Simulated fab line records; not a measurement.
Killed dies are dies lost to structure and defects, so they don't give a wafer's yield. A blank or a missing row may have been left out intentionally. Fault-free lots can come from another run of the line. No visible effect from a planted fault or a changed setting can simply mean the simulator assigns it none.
fab line records	flow n5Finfet
record: lots: 5	wafers: 15	lastDay: 15
route steps=1938 shown BEOL_M3@931 BEOL_M4@1111 PASSIVATION@1936
lots that met no fault: from a run of the same line without faults
startH: hours from the record's first day to the start of the lot's first wafer shown	waitH: hours elapsed since this lot's preceding step	" unchanged from the row above	L1.1+2: one row covering several wafers at once	- value missing, or start not given	* or withheld: withheld	< > ~ a bound
route shown NAME@n: names a module that has steps shown in the file, with the first one's number in the route	usual: mean/standard deviation taken from wafers without a fault	same: alike in all rows	chamber/n: place in a boat	sites: per-site readings	_std_site: the standard deviation of these	_edge_site: the outer-site mean with the inner-site mean subtracted	radiusMm: how far each site lies from the wafer's centre	mask NAME#n: copy n	behind: tool/chamber where the wafer was last shaped	hold: why the lot went on hold/how many hours it stayed there/how the hold came to an end	device: transistor that didn't switch, given as n, p or np	end of line: the route-end tests of the same wafers	step lacking rows: just its recipe	killed: dies lost to structure and defects at the first sort, not the wafer's yield	map: per-die view of a wafer (x killed, . not killed, _ where there is no die)
set.NAME: the setting the step ran with; set.NAME@STEP: the setting that earlier step ran with	model.NAME: the simulator's own value behind a step, which no gauge read
a table for each step, a row for each wafer; lots at some steps of the route
services: when a tool's chamber went out of use (startH, in hours from the record's first day, below 0 if earlier), for how many hours, and the reason
== steps ==
step: N5_BEOL_M3_ILD_DEP_00
recipe: material: SiOC	targetThkA: 790	tempC: 350	precursor: DEMS/O2	pressureTorr: 5	rfW: 500	timeS: 15.3
step: N5_BEOL_M3_PECVD_72
recipe: material: SiO2	targetThkA: 160	tempC: 400	precursor: TEOS/O2	pressureTorr: 5.5	rfW: 450	teosFlowSccm: 53.8	gas: O2	flowSccm: 3000	timeS: 18
step: N5_BEOL_M3_HM_DEP_02
recipe: material: TiN	targetThkA: 200	tempC: 25	chamberPressurePa: 0.49996
step: N5_BEOL_M3_COAT_61
recipe: resist: SOC	tempC: 250	timeS: 60	spinRpm: 1500	resistThkNm: 60
step: N5_BEOL_M3_COAT_62
recipe: resist: SiARC	tempC: 220	timeS: 60	spinRpm: 1500	resistThkNm: 12
step: N5_BEOL_M3_COAT_73
recipe: resist: underlayer	tempC: 205	timeS: 60	spinRpm: 1500	resistThkNm: 5
step: N5_BEOL_M3_COAT_05
recipe: resist: CAR-EUV	spinRpm: 1500	resistThkNm: 30
step: N5_BEOL_M3_EBR_07
recipe: solvent: PGMEA	ebrWidthMm: 1.5
step: N5_BEOL_M3_SOFTBAKE_06
recipe: tempC: 110	timeS: 60	resist: CAR-EUV
step: N5_BEOL_M3_EXPOSE_08
recipe: maskId: M3	na: 0.33	sourceShape: dipole	sigmaInner: 0.369	sigmaOuter: 0.767	polarization: unpolarized	doseMj: 33
usual: exposureDoseMJCm2: 32.98/0.032
lot.wafer	tool	chamber	startH	waitH	mask	exposureDoseMJCm2
L413.1	euvScanner-01	0	151.54	-	M3#0	32.98
L413.3	"	0	"	"	M3#0	32.95
L413.4	"	0	"	"	M3#0	32.96
L420.1	euvScanner-01	0	203.18	-	M3#0	35.50
L420.3	"	0	"	"	M3#0	35.47
L420.6	"	0	"	"	M3#0	35.44
L421.2	euvScanner-01	0	207.52	-	M3#0	34.94
L421.3	"	0	"	"	M3#0	34.92
L421.6	"	0	"	"	M3#0	34.97
L422.2	euvScanner-01	0	216.34	-	M3#0	34.59
L422.3	"	0	"	"	M3#0	34.61
L422.4	"	0	"	"	M3#0	34.58
L424.2	euvScanner-02	0	229.26	-	M3#0	32.99
L424.4	"	0	"	"	M3#0	33.00
L424.6	"	0	"	"	M3#0	33.00
step: N5_BEOL_M3_PEB_09
recipe: pebTempC: 100	pebTimeS: 60	resist: CAR-EUV
step: N5_BEOL_M3_DEVELOP_10
recipe: developTimeS: 30	developer: TMAH	resist: CAR-EUV	rinseLiquid: surfactantRinse	dry: airSpin	devTempC: 23
step: N5_BEOL_M3_CD_MEAS_11
recipe: targetCdNm: 17.05	landingEnergyEv: 500	detector: seInlens	polarity: opening
usual: cdNm: 17.04/0.25
lot.wafer	tool	chamber	startH	waitH	cdNm
L413.1	cdSem-01	0	151.67	-	17.02
L413.3	"	0	"	"	17.01
L413.4	"	0	"	"	16.62
L420.1	cdSem-01	0	203.31	-	18.11
L420.3	"	0	"	"	18.45
L420.6	"	0	"	"	18.21
L421.2	cdSem-01	0	207.64	-	18.25
L421.3	"	0	"	"	18.29
L421.6	"	0	"	"	18.39
L422.2	cdSem-03	0	216.46	-	18.24
L422.3	"	0	"	"	18.14
L422.4	"	0	"	"	18.04
L424.2	cdSem-02	0	229.38	-	16.86
L424.4	"	0	"	"	16.96
L424.6	"	0	"	"	16.49
step: N5_BEOL_M3_DESCUM_16
recipe: chemistry: O2	timeS: 7	sourcePowerW: 50	biasPowerW: 20	pressureMtorr: 20	rfFrequencyHz: 2.712e+07	tempC: 40	resist: CAR-EUV	o2FlowSccm: 225
step: N5_BEOL_M3_ETCH_74
recipe: chemistry: N2/H2	target: underlayer	targetDepthA: 65	maskMaterial: CAR-EUV	timeS: 5.2	ionEnergyEv: 200	pressureMtorr: 30	sourceW: 840	biasW: 150	n2FlowSccm: 200	h2FlowSccm: 200	ends: cleared
usual: chamberPressureMTorr: 30.00/0.04	drypumpMotorCurrentA: 5.8/0.52	etchRfOnTimeS: 5.22/0.14	n2FlowSccm: 200.0/0.58	oesProductAu: 0.68/0.071	rfVppV: 524.4/3	showerheadPlenumPTorr: 2.55/0.095	throttleValvePct: 17.96/0.24
lot.wafer	tool	chamber	startH	waitH	chamberPressureMTorr	drypumpMotorCurrentA	etchRfOnTimeS	n2FlowSccm	oesProductAu	rfHoursCounterH	rfVppV	showerheadPlenumPTorr	throttleValvePct	model.BEOL_M3.cdOffsetNm
L413.1	rieDiel-05	3	152.22	0.0	29.99	5.1	5.44	200.1	0.57	241	520.2	2.41	18.20	-0.2
L413.3	"	0	"	"	30.00	6.8	5.22	199.2	0.72	84	527.3	2.67	17.64	0
L413.4	"	1	"	"	29.95	5.4	5.23	200.1	0.66	125	522.5	2.44	17.71	-0.2
L420.1	rieDiel-06	2	203.47	0.0	30.02	5.5	5.10	199.1	0.61	248	522.1	2.39	18.10	1.2
L420.3	"	1	"	"	30.00	6.3	5.31	200.4	0.64	162	527.7	2.66	18.50	1.2
L420.6	"	3	"	"	30.01	5.9	5.41	199.8	0.69	-	520.9	2.48	17.90	1.4
L421.2	rieDiel-03	1	207.79	0.0	30.04	6.1	5.29	200.7	0.63	172	527.5	2.53	17.86	1.2
L421.3	"	2	"	"	30.02	6.1	5.47	199.8	0.59	225	526.3	2.62	18.08	1
L421.6	"	0	"	"	30.01	5.9	5.22	199.6	0.67	-	526.2	2.57	17.95	1.2
L422.2	rieDiel-03	3	216.62	0.0	30.04	5.7	5.36	201.6	0.61	189	524.5	2.52	17.89	1
L422.3	"	2	"	"	29.97	6.1	5.46	199.2	0.59	227	526.9	2.62	18.14	0.8
L422.4	"	1	"	"	30.01	6.1	5.34	200.1	0.63	174	524.0	2.53	17.88	1
L424.2	rieDiel-06	1	229.54	0.0	29.99	6.3	5.32	200.4	0.63	171	526.3	2.66	18.47	0
L424.4	"	3	"	"	29.95	5.9	5.48	200.8	0.67	-	520.7	2.47	17.92	0
L424.6	"	0	"	"	29.96	5.8	5.26	199.7	0.81	-	528.9	2.60	17.94	0
step: N5_BEOL_M3_ETCH_63
recipe: chemistry: CF4	target: SiARC	targetDepthA: 156	maskMaterial: CAR-EUV	timeS: 26	ionEnergyEv: 80	pressureMtorr: 40	sourceW: 545	biasW: 36	Ar_flow_sccm: 100	cf4FlowSccm: 100	ends: cleared
step: N5_BEOL_M3_ETCH_64
recipe: chemistry: N2/H2	target: SOC	targetDepthA: 750	overetchA: 150	maskMaterial: SiARC	tempC: 40	timeS: 112.5	ionEnergyEv: 200	pressureMtorr: 30	sourceW: 840	biasW: 150	n2FlowSccm: 200	h2FlowSccm: 200
step: N5_BEOL_M3_STRIP_65
recipe: chemistry: N2/H2	tempC: 40	n2FlowSccm: 200	h2FlowSccm: 200	rfFrequencyHz: 6e+07
step: N5_BEOL_M3_STRIP_75
recipe: chemistry: N2/H2	tempC: 40	n2FlowSccm: 200	h2FlowSccm: 200	rfFrequencyHz: 6e+07
step: N5_BEOL_M3_STRIP_66
recipe: chemistry: CF4	resist: SiARC	powerW: 300	biasPowerW: 75	pressureMtorr: 50	cf4FlowSccm: 150	rfFrequencyHz: 6e+07
step: N5_BEOL_M3_HM_OPEN_17
recipe: chemistry: Cl2/BCl3	targetDepthA: 200	overetchA: 60	target: TiN	maskMaterial: SOC	ionEnergyEv: 150	pressureMtorr: 10	icpW: 1000	biasW: 126	Cl2_flow_sccm: 53.25	bcl3FlowSccm: 21.75	Ar_flow_sccm: 25
usual: chamberPressureMTorr: 10.001/0.0095	drypumpMotorCurrentA: 5.5/0.45	oesProductAu: 0.62/0.07	throttleValvePct: 22.1/0.35
lot.wafer	tool	chamber	startH	waitH	chamberPressureMTorr	drypumpMotorCurrentA	oesProductAu	rfHoursCounterH	throttleValvePct	model.BEOL_M3.cdOffsetNm
L413.1	rieMetal-03	1	152.43	0.0	9.993	4.9	0.71	16	22.0	-0.4
L413.3	"	1	"	"	10.014	4.9	0.70	-	22.1	-0.2
L413.4	"	0	"	"	9.997	5.7	0.54	-	22.4	-0.2
L420.1	rieMetal-01	0	203.68	0.0	9.995	5.7	0.59	80	22.7	1.4
L420.3	"	0	"	"	10.002	5.7	0.58	-	22.7	1
L420.6	"	1	"	"	10.005	5.7	0.64	-	21.7	1.2
L421.2	rieMetal-01	1	208.01	0.0	10.005	5.7	0.64	50	21.7	1.4
L421.3	"	1	"	"	10.009	5.7	0.63	-	21.7	1
L421.6	"	1	"	"	10.006	5.7	0.65	-	21.7	1.4
L422.2	rieMetal-02	0	216.83	0.0	9.997	5.1	0.59	87	21.9	1
L422.3	"	1	"	"	10.009	6.5	0.58	-	21.8	1
L422.4	"	0	"	"	10.006	5.2	0.59	-	21.9	1
L424.2	rieMetal-03	1	229.75	0.0	10.017	4.9	0.69	24	22.1	-0.2
L424.4	"	1	"	"	10.019	4.9	0.69	-	22.0	-0.4
L424.6	"	1	"	"	9.989	4.9	0.70	-	22.0	-0.2
step: N5_BEOL_M3_STRIP_19
recipe: chemistry: O2	powerW: 400	tempC: 40	pressureMtorr: 30	rfFrequencyHz: 6e+07	biasPowerW: 0	overashFraction: 0.2	o2FlowSccm: 225
step: N5_BEOL_M3_CD_MEAS_18
recipe: pitchNm: 36	targetCdNm: 18
usual: cdNm: 18.0/0.35
lot.wafer	tool	chamber	startH	waitH	cdNm
L413.1	cdSem-02	-	152.72	0.0	17.7
L413.3	"	-	"	"	17.5
L413.4	"	-	"	"	17.2
L420.1	cdSem-03	-	203.86	0.0	18.8
L420.3	"	-	"	"	19.0
L420.6	"	-	"	"	19.0
L421.2	cdSem-01	-	208.19	0.1	19.3
L421.3	"	-	"	"	18.8
L421.6	"	-	"	"	18.9
L422.2	cdSem-03	-	217.01	0.1	18.8
L422.3	"	-	"	"	18.6
L422.4	"	-	"	"	18.8
L424.2	cdSem-01	-	229.93	0.1	17.9
L424.4	"	-	"	"	17.7
L424.6	"	-	"	"	17.7
step: N5_BEOL_M3_COAT_67
recipe: resist: SOC	tempC: 250	timeS: 60	spinRpm: 1500	resistThkNm: 60
step: N5_BEOL_M3_COAT_68
recipe: resist: SiARC	tempC: 220	timeS: 60	spinRpm: 1500	resistThkNm: 12
step: N5_BEOL_M3_COAT_76
recipe: resist: underlayer	tempC: 205	timeS: 60	spinRpm: 1500	resistThkNm: 5
step: N5_BEOL_M3_COAT_22
recipe: resist: CAR-EUV	spinRpm: 1500	resistThkNm: 30
step: N5_BEOL_M3_EBR_24
recipe: solvent: PGMEA	ebrWidthMm: 1.5
step: N5_BEOL_M3_SOFTBAKE_23
recipe: tempC: 110	timeS: 60	resist: CAR-EUV
step: N5_BEOL_M3_EXPOSE_25
recipe: maskId: V2	na: 0.33	sourceShape: quasar	sigmaInner: 0.2	sigmaOuter: 0.8	polarization: unpolarized	defocusNm: 5	doseMj: 63
step: N5_BEOL_M3_PEB_26
recipe: pebTempC: 100	pebTimeS: 60	resist: CAR-EUV
step: N5_BEOL_M3_DEVELOP_27
recipe: developTimeS: 30	developer: TMAH	resist: CAR-EUV	rinseLiquid: surfactantRinse	dry: airSpin	devTempC: 23
step: N5_BEOL_M3_DESCUM_33
recipe: chemistry: O2	timeS: 7	sourcePowerW: 50	biasPowerW: 20	pressureMtorr: 20	rfFrequencyHz: 2.712e+07	tempC: 40	resist: CAR-EUV	o2FlowSccm: 225
step: N5_BEOL_M3_ETCH_77
recipe: chemistry: N2/H2	target: underlayer	targetDepthA: 65	maskMaterial: CAR-EUV	timeS: 5.2	ionEnergyEv: 200	pressureMtorr: 30	sourceW: 840	biasW: 150	n2FlowSccm: 200	h2FlowSccm: 200	ends: cleared
step: N5_BEOL_M4_RC_MEAS_101
usual: DIBL_N: 36.1/1.6	DIBL_P: 35.8/2.1	IOFF_N: 0.16/0.031	IOFF_P: 0.21/0.034	ION_N: 673/12	ION_P: 461/7.2	SS_N: 71.4/0.59	SS_P: 73.3/0.63	VT_N: 250/3.1	VT_P: -250/3.3
lot.wafer	tool	chamber	startH	waitH	DIBL_N[mV/V]	DIBL_P[mV/V]	IOFF_N[nA/um]	IOFF_P[nA/um]	ION_N[uA/um]	ION_P[uA/um]	SS_N[mV/dec]	SS_P[mV/dec]	VT_N[mV]	VT_P[mV]
L413.1	prober-01	0	175.36	0.0	37.0	37.4	0.18	0.23	677	466	71.5	73.3	248	-248
L413.3	"	0	"	"	40.3	41.5	0.26	0.31	702	479	73.1	74.3	244	-245
L413.4	"	0	"	"	34.9	34.2	0.13	0.17	660	455	71.8	72.4	253	-251
L422.2	prober-01	0	235.11	0.2	35.3	36.0	0.15	0.18	667	459	70.9	73.3	252	-253
L422.3	"	0	"	"	33.1	32.4	0.11	0.14	661	449	70.6	72.2	254	-256
L422.4	"	0	"	"	36.2	36.8	0.15	0.19	670	457	70.8	72.1	251	-255
L424.2	prober-01	0	250.93	0.2	34.7	33.3	0.13	0.17	663	451	71.2	72.7	251	-255
L424.4	"	0	"	"	33.9	32.5	0.13	0.16	677	461	70.8	72.7	249	-252
L424.6	"	0	"	"	35.7	35.2	0.16	0.21	687	476	71.6	73.3	248	-249
step: N5_PASSIVATION_PROBE_49
usual: defectLimitedYield: 91.0/1.5	killed_at_M0_to_M3: 35/11	killed_at_M4_up: 13/6	killedAtContacts: 14/6.5	killedAtFrontEnd: 40/12	killedAtOther: 4/3.4	killedDies: 106/18	killedOnRim: 14/4.7	killedOpen: 68/14	killedShort: 35/7.7	sort_bin_5_function: 5.2/0.98	sort_bin_6_memory: 3.4/0.72	sortNPass: 1074/18	sortYieldPct: 91.0/1.5
same: grossDies: 1180	killedAtBackSide: 0	sort_bin_4_leakage[%]: 0	sort_bin_8_speed[%]: 0
lot.wafer	tool	chamber	startH	waitH	defectLimitedYield[%]	killed_at_M0_to_M3	killed_at_M4_up	killedAtContacts	killedAtFrontEnd	killedAtOther	killedDies	killedOnRim	killedOpen	killedShort	sort_bin_5_function[%]	sort_bin_6_memory[%]	sortNPass	sortYieldPct[%]
L413.1	prober-01	-	286.42	0.0	92.0	26	12	16	29	11	94	13	62	31	4.9	2.8	1086	92.0
L413.3	prober-01	-	286.52	0.1	94.2	27	5	5	26	5	68	7	40	26	3.9	1.8	1112	94.2
L413.4	prober-01	-	286.57	0.2	91.7	38	9	10	32	9	98	16	56	41	4.2	3.6	1082	91.7
L422.2	prober-02	-	337.79	0.1	63.7	350	19	10	44	5	428	58	74	32	21.2	13.8	752	63.7
L422.3	prober-02	-	337.84	0.1	64.7	366	12	8	30	0	416	54	43	23	21.5	11.8	764	64.7
L422.4	prober-02	-	337.89	0.2	62.8	362	20	9	44	4	439	58	65	44	22.5	12.8	741	62.8
killed by level:class
L413.1 MOL_CONTACT_COAG:geometricParticle:open=11 BEOL_M1:geometricParticle:open=8 FIN_SAQP:geometricParticle:open=6 BEOL_M0_SAQP:geometricParticle:open=6 STI_FIN_REVEAL:geometricParticle:open=5 MOL_CONTACT_COAG:geometricParticle:short=5 BEOL_M1:geometricParticle:short=5 PASS1_CAP:geometricParticle:short=4
L413.3 BEOL_M3:geometricParticle:open=9 FIN_SAQP:geometricParticle:short=6 BEOL_M0_SAQP:geometricParticle:short=6 FIN_SAQP:geometricParticle:open=5 STI_FIN_REVEAL:geometricParticle:open=5 MOL_CONTACT_COAG:geometricParticle:open=4 BEOL_M1:geometricParticle:short=3 BEOL_M1:geometricParticle:open=3
L413.4 BEOL_M3:geometricParticle:open=13 BEOL_M0_SAQP:geometricParticle:short=9 FIN_SAQP:geometricParticle:open=8 MOL_CONTACT_COAG:geometricParticle:open=7 BEOL_M1:geometricParticle:short=5 BEOL_M2:geometricParticle:open=5 PASS1_CAP:geometricParticle:short=5 FIN_SAQP:geometricParticle:short=4
L422.2 BEOL_M3:areaExpose=322 DUMMY_GATE:geometricParticle:open=11 MOL_CONTACT_COAG:geometricParticle:open=9 FIN_SAQP:geometricParticle:open=8 FIN_SAQP:geometricParticle:short=8 BEOL_M0_SAQP:geometricParticle:short=7 BEOL_M1:geometricParticle:open=7 STI_FIN_REVEAL:geometricParticle:open=6
L422.3 BEOL_M3:areaExpose=350 BEOL_M1:geometricParticle:open=10 MOL_CONTACT_COAG:geometricParticle:open=6 STI_FIN_REVEAL:geometricParticle:open=5 DUMMY_GATE:geometricParticle:open=5 FIN_SAQP:geometricParticle:open=4 FIN_SAQP:geometricParticle:short=4 BEOL_M4:geometricParticle:short=4
L422.4 BEOL_M3:areaExpose=330 BEOL_M4:geometricParticle:short=12 FIN_SAQP:geometricParticle:short=10 FIN_SAQP:geometricParticle:open=9 BEOL_M0_SAQP:geometricParticle:open=9 STI_FIN_REVEAL:geometricParticle:open=8 MOL_CONTACT_COAG:geometricParticle:open=8 BEOL_M1:geometricParticle:open=8
map L422.4 (x killed, . not)
_________________.x.x.xx.x...________________
______________....x...xx.x.xx.xx_____________
___________x......xx..xx.xxxx......__________
__________.....xx.x...xx.x..xx.x.x.._________
________.x.x.x......x....xxx..x..x..x._______
_______xx.x.x.x...xx....xx.....xxx.....______
______.xxx...x...................xxxx..._____
_____..x.x.xxx...x....x.x..x..xxx...xx...____
____xx.....xx...x.xx.x...x..x.xxx.....xxxx___
___..x...x.xx..x.....x..x.x.xx..x.x.xxxx...__
___x.x.xx...xx....x...x...xx...x.x.x..xx...__
__...xx...x.x...x......xxx...x...x...xxx.xx._
__..x.xx.x..x.xx....x..x..x.xx.x..xx.xx...x._
_..x.....x..xxxx..xx.........xxx..xx...x....x
_xx.xx...xx..x...x....xx.xx..x....xx.x.x.....
_.x..x.x......x..x....xx......x......xxx...x.
_.x.xx..x...xx...x......x.........x.....x.xx.
_x.x.x..x.xx............x..xxx....x...xx..x.x
_.x.....x..xx.....xxx..xx..x...xxxx..x...x..x
_.x..xx..xx..x.x.....xx.xxx.x.x......xxx.....
_.x...x.xx....x.....xx....x...x....x..x...x.x
__x..x.xxxxx.x.x..x.xx.x...x...x...xx......._
__....x..xxxx..xxx.xxxxxxx...x.x.xx.....x..x_
___..xx.x..x..xx.......x....x..x.....x.x.xx__
___..x..x..xx.x..xx.xx...x..x..xxx.......x.__
____x.x.x.x....x...x.xxxxx..x.x..xx.x..x..___
_____...xxx...........x...x.x.....xx...xx____
______xx..x...xxx.......x....x...xxxx.xx_____
_______xxx........xx.x.xxx......x.x....______
________.x..x.x.x..x.x....xx.x....x..x_______
__________.xxx.x..x.....xx...x.xx..x_________
___________.xxx....x.xx..x...x.x...__________
______________....x.x..x.x.x.x.x_____________
_________________.xxxxxx..x.x________________
map L413.4 (x killed, . not)
_________________........x..x________________
______________.................._____________
___________........................__________
__________.......x.................x_________
________..x......................xxx.._______
_______..x........................x....______
______...........x...x.x................_____
_____........xx.....................x...x____
____....x.......x.........x...............___
___....x....x.x........x........x...x..x...__
___x..xx.......x....x.....x............x...__
__.x.....x..x..............................._
__...x..x.....x.......x.......x............._
_.................x.......x..............x...
_......x....x.x..............x...............
_........................x..........x........
_.............x..............x.....x.........
_......................x......x..............
_.x..................x.......................
_.....x.............x..................x....x
_.x..........................................
__........................x.....x..........._
__......x........................x.........._
___x..........x...x..............x.........__
___..xx..........x.x.......................__
____...x..........................x.......___
_____.x......x..............x........x...____
______.......x....x.....x..............._____
_______.....x..x......................x______
________................x........x...._______
__________.......xx..x.x............_________
___________......x.................__________
______________............x....._____________
_________________x..x.x......________________
== services ==
tool	chamber	startH	hours	kind
euvScanner-01	-	127.97	1.0	pm
rieDiel-05	1	140.23	4.2	repair
rieDiel-05	0	144.19	3.1	repair
rieDiel-03	1	156.24	7.0	repair
rieDiel-03	2	158.64	5.7	repair
rieMetal-02	0	166.26	7.7	repair
euvScanner-02	-	167.02	1.0	pm
rieDiel-06	1	171.06	6.3	repair
euvScanner-01	-	183.78	1.0	pm
rieDiel-05	1	185.48	11.0	repair
euvScanner-01	0	197.21	-	calibration
rieDiel-06	0	198.60	-	clean
rieDiel-06	0	198.60	-	consumableReplace:focusRing
rieDiel-06	0	198.60	18.2	scheduledDown
rieDiel-06	0	198.60	18.2	ventCycle
rieMetal-02	1	198.86	9.7	repair
rieDiel-03	3	202.61	2.6	repair
euvScanner-02	-	202.63	4.6	pm
euvScanner-02	-	215.27	0.1	repair
rieDiel-06	2	216.82	-	clean
rieDiel-06	2	216.82	-	consumableReplace:focusRing
rieDiel-06	2	216.82	-	consumableReplace:showerhead
euvScanner-02	-	223.17	1.0	pm
euvScanner-01	-	228.10	1.5	repair
== key ==
firstSign: step: N5_BEOL_M3_EXPOSE_08	reading: exposureDoseMJCm2	direction: up	sigmas: 64	usual: 32.98	struck: 35.00
effect: step: N5_BEOL_M3_CD_MEAS_11	reading: cdNm	direction: up	sigmas: 4.9	usual: 17.04	struck: 18.24	through: controlLoop
effect: step: N5_BEOL_M3_CD_MEAS_18	reading: cdNm	direction: up	sigmas: 2.6	usual: 18.0	struck: 18.9	through: controlLoop
effect: step: N5_PASSIVATION_PROBE_49	reading: killed_at_M0_to_M3	direction: up	sigmas: 29	usual: 35	struck: 359
modelEffect: step: N5_BEOL_M3_ETCH_74	value: BEOL_M3.cdOffsetNm	without: -0.08889	struck: 1.111
modelEffect: step: N5_BEOL_M3_HM_OPEN_17	value: BEOL_M3.cdOffsetNm	without: -0.04444	struck: 1.156
moreKillsBornAt: N5_BEOL_M3_EXPOSE_08@euvScanner-01: 1002
metAt N5_BEOL_M3_EXPOSE_08
struckWafers L420.1,L420.3,L420.6,L421.2,L421.3,L421.6,L422.2,L422.3,L422.4
rowsEnd L420.1,L420.3,L420.6,L421.2,L421.3,L421.6
loopTrim: step: N5_BEOL_M3_EXPOSE_08	setting: dose	lots: L421,L422
onsetBetween 151.54 203.18
earlierFault: kind: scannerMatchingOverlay	tool: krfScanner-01	chamber: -	onsetH: 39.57	steps: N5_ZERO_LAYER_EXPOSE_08	offset: 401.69
fault: kind: processParameterDrift	tool: euvScanner-01	chamber: -	onsetH: 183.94	steps: N5_BEOL_M3_EXPOSE_08	channel: doseMj	offset: 2.5094	shape: step	actsIn: theseRecipesOnly	stated: 33
rowsEnd: these wafers met a further fault down the route, and their rows from its step on are left out
loopTrim: a control loop set the setting to another value than it would have without faults
